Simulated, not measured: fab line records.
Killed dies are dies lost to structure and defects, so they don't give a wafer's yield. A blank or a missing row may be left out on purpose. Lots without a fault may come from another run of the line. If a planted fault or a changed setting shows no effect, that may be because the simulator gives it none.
A struck lot beside a sound one ; flow n5 finfet ; 19 out of 1938 route steps
Sound: these wafers, L796.3, L796.4, L796.6. The struck wafers were L803.1, L803.2, L803.4. Last of all comes the cause.
Order at every step that has rows: each side's tool, ch and its chambers, its first start. Under that, the readings that differ: sound wafers ; struck wafers ; difference of the means ; sigmas: that difference in standard deviations of wafers without a fault.
alike: readings with means less than 2 such deviations apart, plus words and numbers identical on both sides. not compared: withheld readings, readings lacking a value on some wafer, bounds such as >300 that could conceal the same value, and numbers that have no deviation in the record and whose values overlap.
The two part at a step that has a row with sigmas, a row that says differs or no value, or rows on one side only. When numbers do not overlap yet have no deviation, they are printed without sigmas and do not part them. Lack of a reading on every wafer of one side parts them only where that side has two or more wafers.

first, 7 steps without rows for these wafers: N5_BEOL_M6_COAT_60 (time 60 s, resist thk 35 nm); N5_BEOL_M6_COAT_05 (resist thk 90 nm); N5_BEOL_M6_EBR_07; N5_BEOL_M6_SOFTBAKE_06 (time 60 s); N5_BEOL_M6_EXPOSE_08 (exposes mask M6); N5_BEOL_M6_PEB_09 (peb time 60 s); N5_BEOL_M6_DEVELOP_10 (develop time 30 s).
N5_BEOL_M6_CD_MEAS_11: target cd 38.5 nm.
  sound on cd sem-01 ch 0, day 10 05:27; struck on cd sem-01 ch 0, day 12 00:59
  alike: cd nm
N5_BEOL_M6_OVL_MEAS_12:
  sound on overlay-01 ch 0, day 10 05:28; struck on overlay-02 ch 0, day 12 01:01
  alike: M6_OVL
N5_BEOL_M6_INSPECT_13: inspects for defects (brightfield).
  sound: defect inspect-01 at day 10 05:30; struck: defect inspect-01 at day 12 01:02
  alike: raw defect count
N5_BEOL_M6_DESCUM_16: chemistry O2, time 7.9 s.
  sound on rie diel-06 ch 2,3, day 10 05:36; struck on rie diel-03 ch 1,2,3, day 12 01:05
reading;sound;struck;difference;sigmas
rf vpp V (V);241.6 243.7 242.6;244.3 246.0 245.0;+2.5;+2
  alike: chamber pressure mTorr, drypump motor current A, oes product au, showerhead plenum p Torr, throttle valve pct
  not compared: rf hours counter h
N5_BEOL_M6_ETCH_61: etches SiARC in CF4, target depth 45.5 nm, time 75.8 s.
  sound on rie diel-06 ch 2,3, day 10 05:38; struck on rie diel-03 ch 1,2,3, day 12 01:07
  alike: bias w, cf4 flow sccm, chamber pressure mTorr, drypump motor current A, etch rf on time s, oes product au, rf vpp V, showerhead plenum p Torr, throttle valve pct
  not compared: rf hours counter h
N5_BEOL_M6_ETCH_62: etches SOC in N2/H2, target depth 110 nm, overetch 22 nm, time 165 s.
  sound on rie diel-06 ch 2,3, day 10 05:41; struck on rie diel-03 ch 1,2,3, day 12 01:10
  no value came back on the struck wafers for any of 8 readings (bias w (W), chamber pressure mTorr (mTorr) and others); on the sound wafers bias w (W) reads 149.4 150.0 149.9
reading;sound;struck;difference;sigmas
model.CAR-ArF_of_BEOL_M6_COAT_05.thk nm (nm);0 0 0;50.8 51 50.8;+50.9;
model.SiARC_of_BEOL_M6_COAT_60.thk nm (nm);28.8 28.6 28;34.8 34.8 34.8;+6.3;
  not compared: rf hours counter h
then, 1 step without rows for these wafers: N5_BEOL_M6_STRIP_68 (strips in N2/H2).
N5_BEOL_M6_STRIP_67: strips in CF4.
  sound on rie diel-06 ch 2,3, day 10 05:50; struck on rie diel-03 ch 1,2,3, day 12 01:19
  alike: chamber pressure mTorr, drypump motor current A, oes product au, rf vpp V, showerhead plenum p Torr, throttle valve pct
  not compared: rf hours counter h
N5_BEOL_M6_HM_OPEN_17: chemistry Cl2/BCl3, target TiN, target depth 20 nm, overetch 6 nm.
  sound on rie metal-03 ch 0,1, day 10 05:54; struck on rie metal-02 ch 0,1, day 12 01:21
reading;sound;struck;difference;sigmas
oes product au (a.u.);0.78 0.77 0.78;0.31 0.33 0.32;-0.46;-7
throttle valve pct (%);22.02 21.90 22.03;22.95 22.81 22.81;+0.87;+4
  alike: chamber pressure mTorr, drypump motor current A, oes_ar_750_au
  not compared: rf hours counter h
N5_BEOL_M6_STRIP_19: strips in O2.
  sound on rie diel-06 ch 2,3, day 10 06:04; struck on rie diel-03 ch 0,2,3, day 12 01:28
  alike: chamber pressure mTorr, drypump motor current A, oes product au, rf vpp V, showerhead plenum p Torr, throttle valve pct
  not compared: rf hours counter h
N5_BEOL_M6_CD_MEAS_18: pitch 80 nm, target cd 40 nm.
  sound: cd sem-02 at day 10 06:09; struck: cd sem-03 at day 12 01:32
reading;sound;struck;difference;sigmas
cd nm (nm);41.5 41.4 40.9;- - -;no value on the struck wafers;
then, 1 step without rows for these wafers: N5_BEOL_M6_COAT_63 (time 60 s, resist thk 60 nm).

## WHERE THEY PART
Earliest at N5_BEOL_M6_DESCUM_16; latest, in this record, at N5_BEOL_M6_CD_MEAS_18.

WHY: whatever the simulator had introduced
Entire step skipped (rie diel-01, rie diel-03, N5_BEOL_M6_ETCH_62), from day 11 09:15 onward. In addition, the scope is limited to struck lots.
